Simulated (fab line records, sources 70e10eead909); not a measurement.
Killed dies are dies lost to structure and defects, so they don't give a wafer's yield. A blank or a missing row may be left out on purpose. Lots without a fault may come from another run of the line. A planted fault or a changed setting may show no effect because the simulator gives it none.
Chamber matching | flow nand_harc | NHARC_A_CHANNEL_HOLE_D1_ETCH_38 on rie_diel-13: 4 sister chambers
The step etches the open film in CF4, target depth 39 nm, time 65 s. 20 wafers are shown with their chamber, then 10 later ones without.

WAFERS WITH THEIR CHAMBER
wafer  | chamber | drypump_motor_current_A (A) | rf_vpp_V (V) | oes_product_au (a.u.)
L074.4 | 3       | 5.9                         | 149.0        | 0.983
L074.5 | 1       | 6.0                         | 152.2        | 0.995
L074.6 | 0       | 5.9                         | 152.9        | 0.990
L078.2 | 2       | 6.5                         | 151.3        | 0.985
L078.5 | 0       | 5.9                         | 152.4        | 1.001
L078.6 | 3       | 5.9                         | 151.1        | 1.007
L079.1 | 0       | 5.9                         | 152.4        | 1.009
L079.2 | 2       | 6.5                         | 154.5        | 0.995
L079.6 | 3       | 5.9                         | 150.7        | 0.992
L081.3 | 2       | 6.5                         | 151.1        | 0.987
L081.4 | 0       | 5.9                         | 154.2        | 0.996
L081.6 | 3       | 5.9                         | 150.1        | 1.002
L082.1 | 2       | 6.5                         | 150.2        | 0.989
L082.4 | 1       | 6.0                         | 152.5        | 1.002
L082.5 | 2       | 6.6                         | 150.2        | 0.996
L083.2 | 0       | 5.9                         | 153.1        | 0.996
L083.4 | 0       | 5.9                         | 153.5        | 0.992
L083.5 | 1       | 6.0                         | 149.8        | 1.002
L087.4 | 3       | 5.9                         | 149.5        | 0.989
L087.5 | 1       | 6.0                         | 151.5        | 1.005

SIGNATURES (means of the wafers above)
reading                 | chamber 0 | chamber 1 | chamber 2 | chamber 3 | scatter within a chamber
drypump_motor_current_A | 5.900     | 6.000     | 6.520     | 5.900     | 0.0224
rf_vpp_V                | 153.083   | 151.500   | 151.460   | 150.080   | 1.18
oes_product_au          | 0.99733   | 1.00100   | 0.99040   | 0.99460   | 0.00692
Rule: a wafer's distance from a chamber is the root of the sum, over the readings, of the square of ((its reading less the chamber's mean) divided by the reading's scatter). The wafer belongs to the nearest chamber; if the next one is less than 2 further off, it can't be placed. The scatter: the root of (the sum of the squares of (reading less its chamber's mean) over the shown wafers, divided by (wafers less chambers)).

WAFERS WITHOUT THEIR CHAMBER
wafer  | drypump_motor_current_A (A) | rf_vpp_V (V) | oes_product_au (a.u.)
L087.6 | 6.6                         | 151.6        | 0.991
L090.2 | 6.0                         | 153.4        | 0.987
L090.4 | 6.5                         | 151.0        | 0.992
L090.5 | 6.5                         | 151.2        | 0.989
L090.1 | 6.0                         | 151.3        | 1.003
L090.3 | 5.9                         | 150.4        | 0.996
L090.6 | 5.9                         | 149.3        | 1.006
L094.1 | 5.9                         | 151.9        | 0.996
L094.4 | 6.0                         | 151.2        | 0.997
L094.6 | 5.9                         | 149.0        | 0.994

WHICH CHAMBER EACH WENT THROUGH
wafer  | from the rows above     | in truth
L087.6 | 2                       | 2
L090.2 | 1                       | 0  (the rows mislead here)
L090.4 | 2                       | 2
L090.5 | 2                       | 2
L090.1 | 1                       | 1
L090.3 | can't be placed: 3 or 0 | 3
L090.6 | can't be placed: 3 or 0 | 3
L094.1 | can't be placed: 0 or 3 | 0
L094.4 | 1                       | 1
L094.6 | 3                       | 3
Placed correctly: 6 of 10. Can't be placed from these rows: 3 (the true chamber is among the candidates in 3). Placed wrongly: 1.
